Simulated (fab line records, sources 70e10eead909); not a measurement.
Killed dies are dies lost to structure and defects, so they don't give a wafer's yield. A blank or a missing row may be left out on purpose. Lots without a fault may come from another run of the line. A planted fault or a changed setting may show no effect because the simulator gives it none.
fab line records | flow nand_harc
record lots=5 wafers=15 last_day=31
route steps=1302 shown A_BLC@1119 A_M0@1137
lots that met no fault: from a run of the same line without faults
start_h: hours from the record's first day to the start of the lot's first wafer shown | wait_h: hours since the lot's step before | " the same as in the row above | L1.1+2: a row that stands for several wafers | - no value, or no start given | * or withheld: withheld | < > ~ a bound
route shown NAME@n: a module of which the file shows steps, and the number in the route of the first | usual: mean/standard deviation of fault-free wafers | same: alike in all rows | chamber/n: place in a boat | sites: the reading at each site | _std_site: their standard deviation | _edge_site: outer sites' mean less inner sites' | radius_mm: how far each site lies from the wafer's centre | mask NAME#n: copy n | behind: the tool/chamber that last shaped the wafer | hold: why the lot was held/for how many hours/how that ended | device: the transistor (n, p or np) that didn't switch | end of line: the same wafers' tests at the end of the route | a step without rows: its recipe alone | killed: dies lost to structure and defects at the first sort, not the wafer's yield | map: a wafer's dies, x killed, . not, _ none there
set.NAME: the setting as run; set.NAME@STEP: as run at that earlier step | model.NAME: the simulator's own value behind a step, which no gauge read
lots at some steps of the route; a table a step, a row a wafer
services: from which hour (start_h, from the record's first day; less than 0 if before it) a tool's chamber was out of use, for how many hours, and why
## steps
# step NHARC_A_BLC_INSPECT_12
# usual raw_defect_count=86/38
# columns lot.wafer tool chamber start_h wait_h raw_defect_count
L080.2 defect_inspect-02 - 572.91 0.0 76
L080.3 " - " " 77
L080.5 " - " " 68
L089.1 defect_inspect-01 - 648.87 0.0 123
L089.4 " - " " 118
L089.6 " - " " 123
L091.1 defect_inspect-01 - 664.47 0.0 72
L091.3 " - " " 96
L091.6 " - " " 92
L093.3 defect_inspect-02 - 700.00 0.0 65
L093.5 " - " " 73
L093.6 " - " " 64
L092.1 defect_inspect-02 - 703.83 0.0 149
L092.3 " - " " 163
L092.4 " - " " 173
# step NHARC_A_BLC_DESCUM_15
# recipe time_s=3 o2_flow_sccm=200 ar_flow_sccm=0 bias_power_w=0 chemistry=O2
# usual chamber_pressure_mTorr=60.01/0.051 drypump_motor_current_A=5.6/0.42 oes_product_au=1.001/0.0094 rf_vpp_V=57.9/0.89 showerhead_plenum_p_Torr=1.92/0.05 throttle_valve_pct=11.311/0.0089
# columns lot.wafer tool chamber start_h wait_h chamber_pressure_mTorr drypump_motor_current_A oes_product_au rf_hours_counter_h rf_vpp_V showerhead_plenum_p_Torr throttle_valve_pct
L080.2 rie_diel-03 2 572.97 0.1 60.06 6.3 0.997 6 58.9 1.98 11.314
L080.3 " 3 " " 60.00 5.7 0.984 7 55.8 1.91 11.307
L080.5 " 3 " " 60.00 5.7 0.982 - 58.1 1.91 11.309
L089.4 rie_diel-02 0 648.93 0.1 60.00 5.8 1.014 5 58.0 1.85 11.312
L089.1 " 3 " " 59.97 4.9 1.013 5 57.2 1.89 11.299
L089.6 " 0 " " 60.00 5.8 1.011 - 58.3 1.85 11.316
L091.3 rie_diel-03 3 664.54 0.1 60.01 5.7 0.994 1 57.3 1.90 11.307
L091.1 " 1 " " 59.98 5.9 1.011 1 57.2 1.99 11.316
L091.6 " 2 " " 60.03 6.4 1.000 - 60.6 1.98 11.317
L093.3 rie_diel-02 1 700.06 0.1 60.10 5.4 1.008 9 58.4 1.98 11.296
L093.5 " 1 " " 60.00 5.4 1.020 - 56.7 1.98 11.315
L093.6 " 2 " " 60.01 5.9 0.997 - 56.7 1.94 11.325
L092.3 rie_diel-03 3 703.89 0.1 60.00 5.7 1.003 3 57.0 1.90 11.318
L092.1 " 2 " " 60.12 6.3 0.990 4 58.1 1.98 11.312
L092.4 " 0 " " 59.93 5.3 1.017 - 58.1 1.91 11.322
# step NHARC_A_BLC_ETCH_16
# recipe target_depth_a=390 over_etch_frac=0.3 time_s=65 ion_energy_ev=80 cf4_flow_sccm=150 ar_flow_sccm=0 rf_w=300 bias_w=100 chemistry=CF4
# usual chamber_pressure_mTorr=50.00/0.045 drypump_motor_current_A=5.6/0.41 oes_product_au=1.003/0.009 rf_vpp_V=151.5/0.97 showerhead_plenum_p_Torr=1.78/0.044 throttle_valve_pct=13.284/0.01
# columns lot.wafer tool chamber start_h wait_h chamber_pressure_mTorr drypump_motor_current_A oes_product_au rf_hours_counter_h rf_vpp_V showerhead_plenum_p_Torr throttle_valve_pct
L080.3 rie_diel-03 2 573.05 0.1 50.02 6.3 0.991 6 152.3 1.83 13.282
L080.2 " 0 " " 50.04 5.3 1.010 7 151.8 1.77 13.294
L080.5 " 3 " " 50.00 5.7 0.994 - 149.7 1.76 13.299
L089.4 rie_diel-02 1 649.03 0.1 49.95 5.4 1.010 5 153.5 1.82 13.282
L089.1 " 2 " " 50.00 5.9 1.000 5 151.8 1.79 13.288
L089.6 " 3 " " 49.98 5.0 1.000 - 150.8 1.75 13.278
L091.1 rie_diel-03 0 664.62 0.1 49.94 5.3 1.013 1 152.6 1.77 13.285
L091.3 " 2 " " 49.96 6.3 0.996 1 152.8 1.82 13.295
L091.6 " 0 " " 50.00 5.3 1.008 - 152.3 1.77 13.287
L093.3 rie_diel-02 3 700.15 0.1 50.00 5.0 1.008 9 149.2 1.74 13.284
L093.6 " 1 " " 49.99 5.4 1.013 - 150.6 1.82 13.286
L093.5 " 2 " " 49.96 5.9 0.994 - 151.5 1.79 13.286
L092.3 rie_diel-03 2 704.00 0.1 50.03 6.3 0.991 4 152.1 1.82 13.293
L092.1 " 0 " " 50.00 5.2 1.014 4 151.2 1.77 13.281
L092.4 " 3 " " 50.01 5.7 0.999 - 150.8 1.76 13.271
# step NHARC_A_BLC_ETCH_17
# recipe target_depth_a=3900 over_etch_frac=0.25 time_s=609.38 ion_energy_ev=200 n2_flow_sccm=150 h2_flow_sccm=150 ar_flow_sccm=0 rf_w=400 bias_w=150 chemistry=N2/H2
# usual chamber_pressure_mTorr=30.00/0.03 drypump_motor_current_A=5.6/0.42 oes_product_au=1.002/0.0092 rf_vpp_V=431.1/1.7 showerhead_plenum_p_Torr=2.06/0.055 throttle_valve_pct=14.172/0.0076
# columns lot.wafer tool chamber start_h wait_h chamber_pressure_mTorr drypump_motor_current_A oes_product_au rf_hours_counter_h rf_vpp_V showerhead_plenum_p_Torr throttle_valve_pct
L080.3 rie_diel-03 2 - - 29.99 6.3 0.992 6 432.5 2.11 14.174
L080.2 " 0 " " 29.97 5.2 1.009 7 432.2 2.04 14.173
L080.5 " 3 " " 29.98 5.7 0.999 - 429.1 2.03 14.176
L089.4 rie_diel-02 2 - - 29.95 5.9 0.987 5 431.6 2.07 14.172
L089.1 " 0 " " 29.97 5.8 1.009 5 428.1 1.97 14.165
L089.6 " 2 " " 30.02 5.9 0.991 - 431.3 2.07 14.176
L091.3 rie_diel-03 1 - - 30.00 5.9 1.014 1 433.0 2.13 14.167
L091.1 " 2 " " 30.00 6.3 0.994 1 430.3 2.11 14.173
L091.6 " 1 " " 29.99 5.9 1.004 - 432.6 2.13 14.185
L093.3 rie_diel-02 3 - - 30.06 4.9 1.014 9 431.6 2.01 14.175
L093.6 " 1 " " 29.98 5.4 1.009 - 433.3 2.11 14.171
L093.5 " 2 " " 30.01 5.9 1.010 - 431.3 2.07 14.176
L092.1 rie_diel-03 2 - - 30.04 6.3 0.998 4 432.1 2.11 14.171
L092.3 " 3 " " 29.98 5.7 0.997 4 430.6 2.03 14.178
L092.4 " 0 " " 30.00 5.2 1.006 - 430.9 2.04 14.176
# step NHARC_A_BLC_ETCH_18
# recipe target_depth_a=9100 c4f8_flow_sccm=20 o2_flow_sccm=10 ar_flow_sccm=withheld rf_w=600 bias_w=1500 chemistry=C4F8/O2/Ar
# usual chamber_pressure_mTorr=25.001/0.024 oes_product_au=0.956/0.023 rf_vpp_V=979/3.4
# columns lot.wafer tool chamber start_h wait_h chamber_pressure_mTorr oes_product_au rf_hours_counter_h rf_vpp_V
L080.3 rie_diel-03 1 - - 24.991 0.929 7 984
L080.2 " 2 " " 24.966 0.919 6 982
L080.5 " 0 " " 25.027 0.924 - 977
L089.1 rie_diel-02 3 - - 24.991 0.984 5 977
L089.4 " 1 " " 25.057 0.978 5 982
L089.6 " 0 " " 25.016 0.968 - 974
L091.3 rie_diel-03 0 - - 25.030 0.983 1 978
L091.1 " 1 " " 24.997 0.985 1 984
L091.6 " 3 " " 25.023 0.965 - 978
L093.3 rie_diel-02 2 - - 25.003 0.939 10 980
L093.6 " 0 " " 24.974 0.976 - 974
L093.5 " 1 " " 25.004 0.962 - 983
L092.4 rie_diel-03 3 - - 24.972 0.963 4 978
L092.1 " 1 " " 24.989 0.963 3 983
L092.3 " 2 " " 24.973 0.948 4 983
# step NHARC_A_BLC_CD_MEAS_19
# usual cd_nm=99.5/2.4
# columns lot.wafer tool chamber start_h wait_h cd_nm
L080.2 cd_sem-02 - 573.95 - 102.9
L080.3 " - " " 103.5
L080.5 " - " " 100.1
L089.1 cd_sem-01 - 649.89 - 98.6
L089.4 " - " " 101.8
L089.6 " - " " 103.0
L091.1 cd_sem-03 - 665.50 - 97.2
L091.3 " - " " 92.8
L091.6 " - " " 94.3
L093.3 cd_sem-03 - 701.03 - 97.1
L093.5 " - " " 102.0
L093.6 " - " " 96.9
L092.1 cd_sem-01 - 704.98 - 98.5
L092.3 " - " " 101.9
L092.4 " - " " 97.7
# step NHARC_A_BLC_STRIP_29
# recipe cf4_flow_sccm=150 ar_flow_sccm=0 bias_w=0 chemistry=CF4
# usual chamber_pressure_mTorr=50.01/0.051 drypump_motor_current_A=5.7/0.44 oes_product_au=1.002/0.01 rf_vpp_V=59.5/0.87 showerhead_plenum_p_Torr=1.78/0.046 throttle_valve_pct=13.283/0.0095
# columns lot.wafer tool chamber start_h wait_h chamber_pressure_mTorr drypump_motor_current_A oes_product_au rf_hours_counter_h rf_vpp_V showerhead_plenum_p_Torr throttle_valve_pct
L080.3 rie_diel-03 2 574.03 0.1 50.07 6.3 0.994 6 58.9 1.83 13.274
L080.2 " 0 " " 50.07 5.2 1.017 7 58.9 1.77 13.286
L080.5 " 1 " " 50.04 5.9 1.010 - 60.4 1.84 13.290
L089.1 rie_diel-03 2 649.98 0.1 50.10 6.3 1.001 0 59.4 1.83 13.302
L089.4 " 3 " " 49.98 5.7 1.005 0 59.3 1.76 13.291
L089.6 " 2 " " 50.09 6.3 1.012 - 58.8 1.82 13.293
L091.1 rie_diel-03 1 665.57 0.1 50.01 5.9 1.004 1 60.3 1.84 13.268
L091.3 " 3 " " 49.99 5.7 0.993 2 58.6 1.76 13.289
L091.6 " 2 " " 49.97 6.3 0.999 - 59.3 1.82 13.265
L093.3 rie_diel-03 2 701.12 0.1 50.02 6.3 0.998 3 59.9 1.82 13.266
L093.5 " 0 " " 50.02 5.3 1.012 - 57.8 1.77 13.280
L093.6 " 2 " " 50.04 6.3 0.993 - 61.3 1.82 13.291
L092.4 rie_diel-02 0 705.06 0.1 50.00 5.8 1.003 10 59.5 1.72 13.285
L092.1 " 1 " " 49.86 5.5 1.010 11 60.2 1.82 13.282
L092.3 " 3 " " 49.94 5.0 1.004 10 59.9 1.74 13.279
# step NHARC_A_BLC_STRIP_21
# recipe o2_flow_sccm=500 ar_flow_sccm=0 bias_w=0 chemistry=O2
# usual chamber_pressure_mTorr=60.00/0.055 drypump_motor_current_A=5.6/0.43 oes_product_au=1.002/0.01 rf_vpp_V=57.8/0.86 showerhead_plenum_p_Torr=3.56/0.091 throttle_valve_pct=17.036/0.009
# columns lot.wafer tool chamber start_h wait_h chamber_pressure_mTorr drypump_motor_current_A oes_product_au rf_hours_counter_h rf_vpp_V showerhead_plenum_p_Torr throttle_valve_pct
L080.3 rie_diel-03 1 574.13 0.1 60.00 5.9 0.996 7 58.7 3.67 17.030
L080.2 " 3 " " 59.97 5.7 0.981 8 57.5 3.51 17.042
L080.5 " 0 " " 59.97 5.3 1.000 - 59.4 3.53 17.040
L089.4 rie_diel-03 0 650.07 0.1 60.00 5.3 1.019 1 58.5 3.53 17.027
L089.1 " 2 " " 60.07 6.3 0.988 0 57.4 3.64 17.029
L089.6 " 1 " " 60.15 5.9 1.014 - 59.0 3.67 17.023
L091.1 rie_diel-03 1 665.68 0.1 60.02 5.9 0.997 1 58.5 3.66 17.018
L091.3 " 3 " " 60.02 5.7 0.996 2 57.2 3.51 17.035
L091.6 " 0 " " 59.97 5.2 1.011 - 56.6 3.53 17.050
L093.3 rie_diel-03 0 701.22 0.1 60.03 5.3 1.018 4 58.3 3.52 17.044
L093.5 " 2 " " 59.96 6.4 0.997 - 57.8 3.64 17.046
L093.6 " 3 " " 59.98 5.7 0.999 - 58.2 3.51 17.031
L092.3 rie_diel-02 2 705.17 0.1 60.06 5.9 0.984 11 57.2 3.57 17.036
L092.4 " 3 " " 59.93 5.0 1.004 10 57.0 3.48 17.036
L092.1 " 0 " " 59.98 5.8 1.011 10 57.9 3.42 17.033
# step NHARC_A_BLC_STRIP_22
# recipe time_s=600 temp_c=30 chemistry=post_etch_residue_remover
# columns lot.wafer tool chamber start_h wait_h
L080.3+2+5 wet_bench-02 7,2,3 574.28 -
L089.4+6+1 wet_bench-02 0,1,2 650.23 -
L091.1+6+3 wet_bench-01 7,1,2 665.83 -
L093.5+3+6 wet_bench-01 0,2,4 701.39 -
L092.4+3+1 wet_bench-02 4,5,6 705.31 -
# step NHARC_A_BLC_DEGAS_30
# recipe temp_c=300 time_s=60
# usual heater_power_w=450/37
# columns lot.wafer tool chamber start_h wait_h heater_power_w
L080.2 pvd_sputter-02 - 574.57 - 467
L080.3 " - " " 457
L080.5 " - " " 401
L089.4 pvd_sputter-01 - 650.50 - 437
L089.1 " - " " 437
L089.6 " - " " 444
L091.1 pvd_sputter-03 - 666.09 - 486
L091.3 " - " " 433
L091.6 " - " " 444
L093.3 pvd_sputter-02 - 701.66 - 402
L093.5 " - " " 402
L093.6 " - " " 517
L092.1 pvd_sputter-02 - 705.58 - 408
L092.3 " - " " 517
L092.4 " - " " 472
# step NHARC_A_BLC_PRE_CLEAN_31
# recipe time_s=15 bias_v=250 gas=Ar
# columns lot.wafer tool chamber start_h wait_h
L080.2+3+5 pvd_sputter-02 - - -
L089.4+1+6 pvd_sputter-01 - - -
L091.3+1+6 pvd_sputter-03 - - -
L093.3+5+6 pvd_sputter-02 - - -
L092.3+1+4 pvd_sputter-02 - - -
# step NHARC_A_BLC_PVD_32
# recipe target_thk_a=50 chamber_pressure_pa=5 power_w=5000 substrate_temp_c=200 time_s=17.7 material=Ti
# usual cathode_dc_power_W=5000.0/0.96 chamber_pressure_pa=5.000/0.0095 throttle_valve_pct=29.9/0.72
# columns lot.wafer tool chamber start_h wait_h cathode_dc_power_W chamber_pressure_pa throttle_valve_pct
L080.2 pvd_sputter-02 - - - 5001.1 5.005 30.2
L080.3 " - " " 4999.6 5.009 28.6
L080.5 " - " " 5000.6 5.007 30.4
L089.1 pvd_sputter-01 - - - 4999.8 5.005 30.3
L089.4 " - " " 4999.5 5.006 30.2
L089.6 " - " " 4999.8 5.010 30.2
L091.1 pvd_sputter-03 - - - 4998.3 5.011 29.2
L091.3 " - " " 4999.2 4.997 29.3
L091.6 " - " " 4998.6 4.981 29.5
L093.3 pvd_sputter-02 - - - 5001.5 5.000 30.9
L093.6 " - " " 5000.2 5.021 30.9
L093.5 " - " " 5000.4 4.994 29.5
L092.1 pvd_sputter-02 - - - 5001.7 4.993 28.5
L092.3 " - " " 4998.4 4.995 29.3
L092.4 " - " " 4999.3 5.001 30.6
# step NHARC_A_BLC_ALD_23
# recipe target_thk_a=30 pulse_time_s=1 ald_cycles=150 temp_c=450 material=TiN
# usual heater_power_w=1074/71 precursor_pulse_height_rel=0.999/0.02
# columns lot.wafer tool chamber start_h wait_h heater_power_w precursor_pulse_height_rel
L080.2 ald_metal-04 0 574.83 - 1213 0.988
L080.3 " 1 " " 1116 1.002
L080.5 " 2 " " 1047 1.027
L089.1 ald_metal-04 2 650.76 - 1064 0.960
L089.4 " 0 " " 1188 1.013
L089.6 " 2 " " 1073 1.056
L091.1 ald_metal-04 2 666.34 - 1030 1.017
L091.3 " 3 " " 1150 1.012
L091.6 " 3 " " 1172 0.998
L093.3 ald_metal-04 1 701.92 - 1159 0.988
L093.5 " 0 " " 1157 0.966
L093.6 " 1 " " 1135 1.007
L092.1 ald_metal-03 1 705.83 - 998 0.968
L092.4 " 3 " " 1139 1.022
L092.3 " 0 " " 1097 1.028
# step NHARC_A_BLC_CVD_24
# recipe target_thk_a=1500 temp_c=300 pressure_torr=40 wf6_flow_sccm=40 h2_flow_sccm=1600 ar_flow_sccm=1560 time_s=434 material=W
# usual heater_power_w=484/43 mfc_h2_sccm=1599/4.4 throttle_valve_pct=8.0/0.37
# columns lot.wafer tool chamber start_h wait_h heater_power_w mfc_h2_sccm throttle_valve_pct
L080.2 cvd_w-02 1 - - 520 1600 7.7
L080.3 " 0 " " 464 1600 8.0
L080.5 " 0 " " 454 1599 8.3
L089.1 cvd_w-01 0 - - 455 1592 8.3
L089.4 " 1 " " 492 1600 8.3
L089.6 " 1 " " 485 1597 8.2
L091.1 cvd_w-01 1 - - 494 1599 8.1
L091.3 " 1 " " 495 1599 8.3
L091.6 " 1 " " 504 1602 8.1
L093.3 cvd_w-02 1 - - 559 1604 7.3
L093.6 " 1 " " 555 1598 7.6
L093.5 " 0 " " 410 1600 8.2
L092.1 cvd_w-02 0 - - 414 1600 8.2
L092.4 " 1 " " 535 1600 7.3
L092.3 " 0 " " 414 1599 8.3
# step NHARC_A_BLC_CMP_25
# recipe t_overpolish_s=30 target_thk_nm=150
# usual motor_current_A=12.4/1.2 overpolish_run_s=30.001/0.0088 time_to_endpoint_s=30.5/2.5
# columns lot.wafer tool chamber start_h wait_h motor_current_A overpolish_run_s time_to_endpoint_s
L080.3 cmp-02 2 575.58 0.4 12.4 30.009 29.6
L080.2 " 3 " " 12.6 30.003 27.4
L080.5 " 1 " " 12.4 29.997 31.1
L089.1 cmp-04 3 651.49 0.5 12.1 30.005 29.7
L089.4 " 1 " " 16.4 30.011 29.2
L089.6 " 3 " " 12.8 29.990 29.8
L091.1 cmp-04 3 667.10 0.5 11.8 30.001 31.0
L091.3 " 0 " " 9.3 30.005 27.2
L091.6 " 2 " " 12.0 30.001 29.0
L093.3 cmp-02 3 702.63 0.3 12.4 30.022 29.3
L093.6 " 3 " " 12.5 29.991 30.9
L093.5 " 0 " " 12.5 30.005 35.1
L092.1 cmp-02 1 706.56 0.4 12.3 30.003 35.2
L092.3 " 2 " " 12.9 30.015 33.9
L092.4 " 0 " " 11.3 29.995 35.1
# step NHARC_A_BLC_SRD_27
# columns lot.wafer tool chamber start_h wait_h
L080.2+3+5 wet_bench-02 4,5,6 575.85 0.0
L089.6+1+4 wet_bench-02 6,7,0 651.79 0.0
L091.3+6+1 wet_bench-01 3,4,5 667.40 0.0
L093.3+5+6 wet_bench-06 0,1,4 702.95 0.0
L092.4+1+3 wet_bench-06 7,0,4 706.88 0.0
# step NHARC_A_BLC_INSPECT_28
# usual raw_defect_count=559/140
# columns lot.wafer tool chamber start_h wait_h raw_defect_count
L080.2 defect_inspect-01 - 575.93 0.1 411
L080.3 " - " " 673
L080.5 " - " " 551
L089.1 defect_inspect-02 - 651.87 0.1 457
L089.4 " - " " 344
L089.6 " - " " 367
L091.1 defect_inspect-01 - 667.47 0.1 533
L091.3 " - " " 455
L091.6 " - " " 404
L093.3 defect_inspect-01 - 703.03 0.1 738
L093.5 " - " " 606
L093.6 " - " " 636
L092.1 defect_inspect-02 - 706.96 0.1 689
L092.3 " - " " 568
L092.4 " - " " 696
# step NHARC_A_M0_DEP_00
# recipe target_thk_a=1500 target_thk_nm=150 temp_c=withheld pressure_torr=5 flow_sccm=200 rf_w=600 material=SiOC
# columns lot.wafer tool chamber start_h wait_h
L080.3+2+5 pecvd-04 1,2,1 576.04 0.1
L089.1+6+4 pecvd-03 2,2,0 651.98 0.1
L091.1+3+6 pecvd-04 2,0,0 667.59 0.1
L093.3+6+5 pecvd-01 0,1,0 703.19 0.2
L092.3+1+4 pecvd-04 1,2,1 707.03 0.1
# step NHARC_A_M0_DEHYDRATE_01
# recipe temp_c=150 time_s=120
# usual chill_plate_temp_C=23.04/0.11
# columns lot.wafer tool chamber start_h wait_h chill_plate_temp_C
L080.2 litho_track-04 0 576.40 - 23.18
L080.3 " 0 " " 23.22
L080.5 " 0 " " 23.12
L089.1 litho_track-01 0 652.34 - 23.00
L089.4 " 0 " " 23.09
L089.6 " 0 " " 23.05
L091.1 litho_track-06 0 667.95 - 22.91
L091.3 " 0 " " 23.09
L091.6 " 0 " " 23.00
L093.3 litho_track-06 0 703.51 - 23.09
L093.5 " 0 " " 23.18
L093.6 " 0 " " 23.03
L092.1 litho_track-04 0 707.43 - 23.20
L092.3 " 0 " " 23.13
L092.4 " 0 " " 23.15
# step NHARC_A_M0_HMDS_02
# recipe time_s=30
# usual chill_plate_temp_C=23.00/0.1
# columns lot.wafer tool chamber start_h wait_h chill_plate_temp_C
L080.2 litho_track-04 0 - - 22.95
L080.3 " 0 " " 23.16
L080.5 " 0 " " 23.08
L089.1 litho_track-01 0 - - 22.82
L089.4 " 0 " " 22.90
L089.6 " 0 " " 22.99
L091.1 litho_track-06 0 - - 23.02
L091.3 " 0 " " 23.10
L091.6 " 0 " " 23.03
L093.3 litho_track-06 0 - - 23.11
L093.5 " 0 " " 22.87
L093.6 " 0 " " 23.04
L092.1 litho_track-04 0 - - 23.08
L092.3 " 0 " " 22.94
L092.4 " 0 " " 22.85
# step NHARC_A_M0_COAT_33
# recipe temp_c=200 time_s=65
# usual chill_plate_temp_C=22.99/0.11
# columns lot.wafer tool chamber start_h wait_h chill_plate_temp_C
L080.2 litho_track-04 0 - - 23.19
L080.3 " 0 " " 23.05
L080.5 " 0 " " 22.98
L089.1 litho_track-01 0 - - 23.09
L089.4 " 0 " " 23.24
L089.6 " 0 " " 22.92
L091.1 litho_track-06 0 - - 22.95
L091.3 " 0 " " 22.99
L091.6 " 0 " " 22.85
L093.3 litho_track-06 0 - - 22.75
L093.5 " 0 " " 22.92
L093.6 " 0 " " 22.84
L092.1 litho_track-04 0 - - 23.02
L092.3 " 0 " " 23.00
L092.4 " 0 " " 23.03
# step NHARC_A_M0_COAT_03
# recipe spin_rpm=1500 resist_thk_nm=90
# usual chill_plate_temp_C=23.01/0.1
# columns lot.wafer tool chamber start_h wait_h chill_plate_temp_C
L080.2 litho_track-04 0 - - 22.96
L080.3 " 0 " " 22.97
L080.5 " 0 " " 22.96
L089.1 litho_track-01 0 - - 22.89
L089.4 " 0 " " 22.76
L089.6 " 0 " " 23.02
L091.1 litho_track-06 0 - - 23.14
L091.3 " 0 " " 23.19
L091.6 " 0 " " 23.22
L093.3 litho_track-06 0 - - 22.84
L093.5 " 0 " " 22.98
L093.6 " 0 " " 22.94
L092.1 litho_track-04 0 - - 22.94
L092.3 " 0 " " 23.03
L092.4 " 0 " " 23.10
# step NHARC_A_M0_SOFTBAKE_04
# recipe temp_c=105 time_s=55
# usual chill_plate_temp_C=22.97/0.1
# columns lot.wafer tool chamber start_h wait_h chill_plate_temp_C
L080.2 litho_track-04 0 - - 22.91
L080.3 " 0 " " 22.95
L080.5 " 0 " " 23.05
L089.1 litho_track-01 0 - - 23.00
L089.4 " 0 " " 22.87
L089.6 " 0 " " 23.00
L091.1 litho_track-06 0 - - 22.91
L091.3 " 0 " " 22.87
L091.6 " 0 " " 22.91
L093.3 litho_track-06 0 - - 22.78
L093.5 " 0 " " 22.91
L093.6 " 0 " " 23.02
L092.1 litho_track-04 0 - - 22.84
L092.3 " 0 " " 22.86
L092.4 " 0 " " 23.02
# step NHARC_A_M0_EBR_05
# usual chill_plate_temp_C=23.00/0.11
# columns lot.wafer tool chamber start_h wait_h chill_plate_temp_C
L080.2 litho_track-04 0 - - 23.01
L080.3 " 0 " " 23.01
L080.5 " 0 " " 22.97
L089.1 litho_track-01 0 - - 23.07
L089.4 " 0 " " 22.86
L089.6 " 0 " " 23.04
L091.1 litho_track-06 0 - - 23.14
L091.3 " 0 " " 23.01
L091.6 " 0 " " 23.11
L093.3 litho_track-06 0 - - 23.05
L093.5 " 0 " " 22.98
L093.6 " 0 " " 22.96
L092.1 litho_track-04 0 - - 22.99
L092.3 " 0 " " 23.12
L092.4 " 0 " " 23.01
# step NHARC_A_M0_EXPOSE_06
# recipe na=1.35 target_cd_nm=80 dose_mj=83.25 mask_id=A_M0
# usual stage_vel_mm_s=499.98/0.24
# columns lot.wafer tool chamber start_h wait_h mask stage_vel_mm_s
L080.2 arfi_scanner-01 0 576.69 - A_M0#0 500.18
L080.3 " 0 " " A_M0#0 500.01
L080.5 " 0 " " A_M0#0 499.74
L089.1 arfi_scanner-02 0 652.50 - A_M0#0 499.67
L089.4 " 0 " " A_M0#0 499.68
L089.6 " 0 " " A_M0#0 499.51
L091.1 arfi_scanner-03 0 668.11 - A_M0#0 499.84
L091.3 " 0 " " A_M0#0 500.15
L091.6 " 0 " " A_M0#0 499.76
L093.3 arfi_scanner-02 0 703.81 - A_M0#0 500.18
L093.5 " 0 " " A_M0#0 500.03
L093.6 " 0 " " A_M0#0 500.05
L092.1 arfi_scanner-02 0 707.60 - A_M0#0 499.68
L092.3 " 0 " " A_M0#0 499.95
L092.4 " 0 " " A_M0#0 499.74
# step NHARC_A_M0_PEB_07
# recipe peb_temp_c=100 peb_time_s=65
# usual chill_plate_temp_C=23.00/0.11
# columns lot.wafer tool chamber start_h wait_h chill_plate_temp_C
L080.2 litho_track-01 0 576.75 0.1 22.81
L080.3 " 0 " " 23.09
L080.5 " 0 " " 22.90
L089.1 litho_track-06 0 652.56 0.1 23.07
L089.4 " 0 " " 22.89
L089.6 " 0 " " 23.07
L091.1 litho_track-01 0 668.17 0.1 23.18
L091.3 " 0 " " 23.05
L091.6 " 0 " " 22.98
L093.3 litho_track-01 0 703.86 0.0 22.99
L093.5 " 0 " " 23.03
L093.6 " 0 " " 22.95
L092.1 litho_track-04 0 707.66 0.1 23.01
L092.3 " 0 " " 22.87
L092.4 " 0 " " 22.91
# step NHARC_A_M0_DEVELOP_08
# recipe develop_time_s=35 dev_temp_c=23
# usual chill_plate_temp_C=22.99/0.099
# columns lot.wafer tool chamber start_h wait_h chill_plate_temp_C
L080.2 litho_track-01 0 - - 23.13
L080.3 " 0 " " 23.04
L080.5 " 0 " " 23.02
L089.1 litho_track-06 0 - - 22.91
L089.4 " 0 " " 22.98
L089.6 " 0 " " 23.01
L091.1 litho_track-01 0 - - 22.91
L091.3 " 0 " " 22.95
L091.6 " 0 " " 23.05
L093.3 litho_track-01 0 - - 22.89
L093.5 " 0 " " 22.91
L093.6 " 0 " " 22.86
L092.1 litho_track-04 0 - - 22.97
L092.3 " 0 " " 23.01
L092.4 " 0 " " 22.96
# step NHARC_A_M0_CD_MEAS_09
# recipe target_cd_nm=80 landing_energy_ev=500
# usual cd_nm=79.7/0.68
# columns lot.wafer tool chamber start_h wait_h cd_nm
L080.2 cd_sem-01 0 576.83 - 80.1
L080.3 " 0 " " 78.6
L080.5 " 0 " " 80.3
L089.1 cd_sem-03 0 652.64 - 79.0
L089.4 " 0 " " 79.5
L089.6 " 0 " " 79.1
L091.1 cd_sem-02 0 668.25 - 80.0
L091.3 " 0 " " 79.6
L091.6 " 0 " " 78.9
L093.3 cd_sem-01 0 703.94 - 78.8
L093.5 " 0 " " 79.4
L093.6 " 0 " " 79.5
L092.1 cd_sem-02 0 707.74 - 79.6
L092.3 " 0 " " 79.6
L092.4 " 0 " " 79.8
# step NHARC_A_M0_OVL_MEAS_10
# recipe pitch_nm=160
# usual overlay_x_nm=0.1/0.87 overlay_y_nm=0.2/0.93
# columns lot.wafer tool chamber start_h wait_h overlay_x_nm overlay_y_nm
L080.2 overlay-01 - 576.92 - 0.3 1.7
L080.3 " - " " 0.1 1.9
L080.5 " - " " -0.1 1.8
L089.1 overlay-02 - 652.73 - -2.0 0.9
L089.4 " - " " -1.6 0.7
L089.6 " - " " -1.9 0.8
L091.1 overlay-01 - 668.34 - 0.2 0.7
L091.3 " - " " 0.0 0.3
L091.6 " - " " -0.3 0.7
L093.3 overlay-02 - 704.03 - -0.1 -0.6
L093.5 " - " " -0.6 -1.0
L093.6 " - " " -0.8 -0.9
L092.1 overlay-01 - 707.83 - -0.9 -0.5
L092.3 " - " " -0.8 -0.4
L092.4 " - " " -1.4 -1.0
# step NHARC_A_M0_INSPECT_11
# usual raw_defect_count=86/38
# columns lot.wafer tool chamber start_h wait_h raw_defect_count
L080.2 defect_inspect-01 - 576.95 0.0 75
L080.3 " - " " 72
L080.5 " - " " 66
L089.1 defect_inspect-01 - 652.77 0.0 122
L089.4 " - " " 108
L089.6 " - " " 131
L091.1 defect_inspect-01 - 668.38 0.0 73
L091.3 " - " " 93
L091.6 " - " " 97
L093.3 defect_inspect-01 - 704.06 0.0 66
L093.5 " - " " 77
L093.6 " - " " 69
L092.1 defect_inspect-01 - 707.86 0.0 152
L092.3 " - " " 157
L092.4 " - " " 172
## services
# columns tool chamber start_h hours kind
pvd_sputter-01 - 549.71 0.5 repair
rie_diel-03 2 552.83 8.7 repair
litho_track-04 - 553.00 7.0 pm
wet_bench-02 - 561.31 3.5 repair
rie_diel-02 - 570.75 9.0 pm
cmp-02 - 572.45 0.7 repair
pvd_sputter-01 - 582.00 10.0 pm
wet_bench-01 - 592.80 6.3 repair
wet_bench-02 - 596.08 8.0 pm
rie_diel-02 3 612.13 7.0 repair
rie_diel-03 3 612.93 2.5 repair
ald_metal-04 - 618.60 3.3 repair
cmp-02 - 624.56 4.0 pm
cvd_w-02 - 625.20 0.7 repair
wet_bench-01 - 629.60 8.0 pm
cvd_w-02 - 631.00 13.0 pm
pecvd-04 - 631.54 13.0 pm
rie_diel-03 - 635.30 9.0 pm
pvd_sputter-02 - 638.06 10.0 pm
ald_metal-04 - 652.00 10.0 pm
wet_bench-02 - 661.12 1.1 repair
litho_track-01 - 680.00 7.0 pm
rie_diel-03 1 694.71 9.9 repair
litho_track-06 - 704.00 7.0 pm
## key
fault none
